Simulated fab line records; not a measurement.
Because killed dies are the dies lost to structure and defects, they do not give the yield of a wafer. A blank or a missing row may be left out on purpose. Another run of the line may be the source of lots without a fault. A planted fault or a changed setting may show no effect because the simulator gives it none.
Which tool is to blame? / flow n5Finfet / Sampling: 11 lots, 33 wafers, 2 of 1938 route steps

WHAT EACH GAUGE READ, for each wafer
N5_BEOL_M12_INSPECT_12: inspects for defects (macro).
lot=L765; measured=day 10 03:08; on=defectInspect-01; rawDefectCount=4 0 1
lot=L766; measured=day 10 20:57; on=defectInspect-02; rawDefectCount=0 0 1
lot=L772; measured=day 11 22:12; on=defectInspect-02; rawDefectCount=1 3 5
lot=L771; measured=day 12 05:12; on=defectInspect-02; rawDefectCount=3 1 1
lot=L776; measured=day 13 04:17; on=defectInspect-02; rawDefectCount=5 1 3
lot=L779; measured=day 14 03:27; on=defectInspect-01; rawDefectCount=2 2 1
lot=L778; measured=day 14 04:01; on=defectInspect-02; rawDefectCount=3 5 2
lot=L780; measured=day 14 15:17; on=defectInspect-01; rawDefectCount=1 1 2
lot=L785; measured=day 15 13:25; on=defectInspect-01; rawDefectCount=1 1 1
lot=L786; measured=day 15 23:44; on=defectInspect-01; rawDefectCount=4 3 3
lot=L788; measured=day 16 06:16; on=defectInspect-01; rawDefectCount=0 3 3

WHICH TOOL RAN EACH LOT (tool, then ch and the chambers of the sampled wafers, then the start)
lot=L765; N5_BEOL_M11_ANNEAL_51=rtpAnneal-01 ch 0, day 10 01:45
lot=L766; N5_BEOL_M11_ANNEAL_51=rtpAnneal-01 ch 0, day 10 19:32
lot=L772; N5_BEOL_M11_ANNEAL_51=rtpAnneal-02 ch 0, day 11 20:51
lot=L771; N5_BEOL_M11_ANNEAL_51=rtpAnneal-02 ch 0, day 12 03:50
lot=L776; N5_BEOL_M11_ANNEAL_51=rtpAnneal-02 ch 0, day 13 02:59
lot=L779; N5_BEOL_M11_ANNEAL_51=rtpAnneal-02 ch 0, day 14 02:11
lot=L778; N5_BEOL_M11_ANNEAL_51=rtpAnneal-01 ch 0, day 14 02:37
lot=L780; N5_BEOL_M11_ANNEAL_51=rtpAnneal-02 ch 0, day 14 13:53
lot=L785; N5_BEOL_M11_ANNEAL_51=rtpAnneal-01 ch 0, day 15 12:02
lot=L786; N5_BEOL_M11_ANNEAL_51=rtpAnneal-02 ch 0, day 15 22:20
lot=L788; N5_BEOL_M11_ANNEAL_51=rtpAnneal-02 ch 0, day 16 04:35
- N5_BEOL_M11_ANNEAL_51: time 90 s.

THE ANSWER, worked out from the rows above alone
Rule: the lots themselves supply what counts as usual. The widest of any qualifying gaps counts: lots, ordered by their means at a reading, are off when they make up no more than a third of the lots, leave a main group of 4 or more, and stand apart from it by 3 or more times the standard deviation of that group's means. Not used: any main group whose means are identical at the precision the tables above print for the reading. Also off: a lot with no number at a reading for which 4 or more lots have one. Where the step has rows for the other lots, those lots are counted as sound.
None of the lots is off at any reading shown; this tells nothing.

WHAT THE SIMULATOR HAD PUT IN
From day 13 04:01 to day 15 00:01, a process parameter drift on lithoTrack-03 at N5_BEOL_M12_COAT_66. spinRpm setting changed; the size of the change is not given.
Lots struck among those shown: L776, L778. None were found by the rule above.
